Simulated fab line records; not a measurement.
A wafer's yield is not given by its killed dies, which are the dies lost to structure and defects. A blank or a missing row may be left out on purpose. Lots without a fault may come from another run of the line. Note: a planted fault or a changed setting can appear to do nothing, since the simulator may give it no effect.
A struck lot beside a sound one :: flow nandHarc :: 20 steps out of a route of 1302
Sound: the wafers L625.1, L625.3, L625.5. Wafers L629.1, L629.3, L629.4 were the ones struck. At the end, the cause is stated.
Order at every step that has rows: each side's tool, ch and its chambers, its first start. Under that, the readings that differ: sound wafers :: struck wafers :: difference of the means :: sigmas: that difference in standard deviations of wafers without a fault.
alike: same words and numbers on both sides, and readings whose means sit less than 2 such deviations apart. not compared: any withheld reading, any reading some wafer has no value for, any bound like >300 that may hide the same value, and any number with overlapping values for which the record gives no deviation.
The two part at a step that has a row with sigmas, a row that says differs or no value, or rows on one side only. Numbers that have no deviation but don't overlap get no sigmas and don't part them. A reading that every wafer of one side lacks parts them only if that side has two wafers or more.

NHARC_P_ZERO_WELL_CD_MEAS_37 targets a cd of 720 nm.
  sound on cdSem-01 ch 0, day 4 12:22; struck on cdSem-01 ch 0, day 6 04:15
  alike: cdNm
then, 1 step without rows for these wafers: NHARC_P_ZERO_WELL_HARDBAKE_38 (time 80 s).
NHARC_P_ZERO_WELL_DESCUM_39: chemistry O2, time 3 s.
  sound on rieDiel-13 ch 1,2,3, day 4 12:31; struck on rieDiel-12 ch 1,2,3, day 6 04:25
  alike: drypumpMotorCurrentA, o2FlowSccm, oesProductAu, rfVppV, showerheadPlenumPTorr, throttleValvePct
  not compared: rfHoursCounterH
then, 9 steps without rows for these wafers: NHARC_P_ZERO_WELL_IMPLANT_40; NHARC_P_ZERO_WELL_IMPLANT_59; NHARC_P_ZERO_WELL_IMPLANT_60; NHARC_P_ZERO_WELL_STRIP_41 (strips in SPM, time 840 s); NHARC_P_ZERO_WELL_DEHYDRATE_44 (time 120 s); NHARC_P_ZERO_WELL_HMDS_45 (time 30 s); NHARC_P_ZERO_WELL_COAT_46; NHARC_P_ZERO_WELL_SOFTBAKE_47 (time 95 s); NHARC_P_ZERO_WELL_EBR_48.
NHARC_P_ZERO_WELL_EXPOSE_49: exposes mask P HVPW, target cd 2000 nm.
  sound on krfScanner-04 ch 0, day 4 17:27; struck on krfScanner-04 ch 0, day 6 05:44
reading: mask
sound: P_HVPW#0 P_HVPW#0 P_HVPW#0
struck: P_HVPW_R1#0 P_HVPW_R1#0 P_HVPW_R1#0
difference: differs
sigmas: 
  alike: focusOffsetNm
then, 2 steps without rows for these wafers: NHARC_P_ZERO_WELL_PEB_50 (peb time 85 s); NHARC_P_ZERO_WELL_DEVELOP_51 (time 70 s).
NHARC_P_ZERO_WELL_CD_MEAS_52 targets a cd of 2000 nm.
  sound on cdSem-03 ch 0, day 4 17:36; struck on cdSem-03 ch 0, day 6 05:53
reading: cdNm (nm)
sound: 1996.3 1997.5 1998.0
struck: 1908.3 1909.6 1907.4
difference: -88.8
sigmas: -31
then, 1 step without rows for these wafers: NHARC_P_ZERO_WELL_HARDBAKE_53 (time 80 s).
NHARC_P_ZERO_WELL_DESCUM_54: chemistry O2, time 3 s.
  sound on rieDiel-13 ch 1,3, day 4 17:46; struck on rieDiel-03 ch 0,1,2, day 6 06:03
reading: model.P_ZERO_WELL.cdNm (nm)
sound: 1997 1998 1998
struck: 1908 1911 1907
difference: -89
sigmas: 
  alike: drypumpMotorCurrentA, o2FlowSccm, oesProductAu, rfVppV, showerheadPlenumPTorr, throttleValvePct
  not compared: rfHoursCounterH
next, for these wafers, 1 step has no rows: NHARC_P_ZERO_WELL_IMPLANT_55.
-- record jumps: 22 days between struck wafers' starts before vs after; left off in module P_ZERO_WELL, resumes in module END, first step shown is number 1302 of the route --
NHARC_END_SORT_01:
  sound on prober-02 ch 0, day 26 15:44; struck on prober-02 ch 0, day 28 10:55
  alike: killedAtArray, killedAtOther, killedAtPeriphery, killedDies, killedOpen, killedShort

WHERE THEY PART
First at NHARC_P_ZERO_WELL_EXPOSE_49; last, within this record, at NHARC_P_ZERO_WELL_CD_MEAS_52. Later steps at which nothing parts them and some readings are alike: NHARC_P_ZERO_WELL_DESCUM_54, NHARC_END_SORT_01.

WHY: whatever the simulator had introduced
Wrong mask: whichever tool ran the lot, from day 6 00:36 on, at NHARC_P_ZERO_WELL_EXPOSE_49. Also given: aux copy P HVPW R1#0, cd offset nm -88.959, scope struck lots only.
